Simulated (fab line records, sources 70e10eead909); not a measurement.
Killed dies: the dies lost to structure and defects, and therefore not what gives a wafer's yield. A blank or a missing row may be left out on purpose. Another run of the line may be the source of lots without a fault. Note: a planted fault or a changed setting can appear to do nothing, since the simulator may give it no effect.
Which tool is to blame? || flow nand harc || 18 wafers from 6 lots sampled at 5 of the route's 1302 steps

== WHAT THE GAUGES SHOWED, per wafer ==
NHARC_END_SORT_01.
{"lot": "L739", "measured": "day 30 19:33", "on": "prober-02", "killed at array": "676 674 673"}
{"lot": "L741", "measured": "day 31 02:34", "on": "prober-02", "killed at array": "673 676 672"}

== WHICH TOOL RAN EACH LOT (tool, then ch and the chambers of the sampled wafers, then the start) ==
{"lot": "L730", "NHARC_A_STAIRCASE_ETCHBACK_422": "rie diel-08 ch 2,3, day 19 20:41", "NHARC_A_STAIRCASE_CMP_472": "cmp-01 ch 0,2, day 19 22:01", "NHARC_A_SGD_CUT_ETCHBACK_24": "rie diel-10 ch 0,3, day 20 05:17", "NHARC_A_SLIT_DEP_00": "acl dep-03 ch 0, day 20 09:39"}
{"lot": "L733", "NHARC_A_STAIRCASE_ETCHBACK_422": "rie diel-05 ch 0,1,3, day 21 03:23", "NHARC_A_STAIRCASE_CMP_472": "cmp-02 ch 0,1,3, day 21 04:18", "NHARC_A_SGD_CUT_ETCHBACK_24": "rie diel-09 ch 0,1,3, day 21 14:56", "NHARC_A_SLIT_DEP_00": "acl dep-01 ch 0, day 21 15:53"}
{"lot": "L739", "NHARC_A_STAIRCASE_ETCHBACK_422": "rie diel-08 ch 2,3, day 24 23:34", "NHARC_A_STAIRCASE_CMP_472": "cmp-03 ch 1,2, day 25 00:33", "NHARC_A_SGD_CUT_ETCHBACK_24": "rie diel-01 ch 0,2,3, day 25 18:14", "NHARC_A_SLIT_DEP_00": "-"}
{"lot": "L741", "NHARC_A_STAIRCASE_ETCHBACK_422": "rie diel-08 ch 0,1,3, day 25 09:46", "NHARC_A_STAIRCASE_CMP_472": "cmp-02 ch 1,2,3, day 25 10:41", "NHARC_A_SGD_CUT_ETCHBACK_24": "rie diel-10 ch 0,1,2, day 25 18:22", "NHARC_A_SLIT_DEP_00": "-"}
{"lot": "L747", "NHARC_A_STAIRCASE_ETCHBACK_422": "rie diel-13 ch 1,3, day 28 00:08", "NHARC_A_STAIRCASE_CMP_472": "cmp-03 ch 0,1,2, day 28 01:06", "NHARC_A_SGD_CUT_ETCHBACK_24": "rie diel-09 ch 0,2, day 28 09:01", "NHARC_A_SLIT_DEP_00": "acl dep-03 ch 0, day 28 10:51"}
{"lot": "L749", "NHARC_A_STAIRCASE_ETCHBACK_422": "rie diel-13 ch 0,2,3, day 28 21:36", "NHARC_A_STAIRCASE_CMP_472": "cmp-01 ch 0,1,3, day 28 22:33", "NHARC_A_SGD_CUT_ETCHBACK_24": "rie diel-10 ch 0,1,2, day 29 05:56", "NHARC_A_SLIT_DEP_00": "acl dep-01 ch 0, day 29 07:49"}
- NHARC_A_STAIRCASE_ETCHBACK_422: etches the open film in CH3F/O2, target depth 40 nm, time 74.286 s.
- NHARC_A_STAIRCASE_CMP_472: polishes SiO2.
- NHARC_A_SGD_CUT_ETCHBACK_24: etches the open film in CH3F/O2, target depth 50 nm, time 92.857 s.
- NHARC_A_SLIT_DEP_00: deposits aC, target thk 6200 nm.

== THE ANSWER, worked out from the rows above alone ==
Rule: usual is defined by the lots themselves. Put in order of their means at a reading, lots are off if they are a third of the lots or fewer, leave a main group of 4 or more, and stand apart from it by a gap of 3 or more times the standard deviation of the main group's means; of several such gaps the widest counts. The tables above print the reading to a certain number of digits; a main group whose means all agree to those digits is not used. Also off: a lot with no number at a reading for which 4 or more lots have one. All remaining lots with rows at the step are treated as sound.
No lot is off on any of the readings shown, so nothing can be concluded from this.

== WHAT THE SIMULATOR PUT IN ==
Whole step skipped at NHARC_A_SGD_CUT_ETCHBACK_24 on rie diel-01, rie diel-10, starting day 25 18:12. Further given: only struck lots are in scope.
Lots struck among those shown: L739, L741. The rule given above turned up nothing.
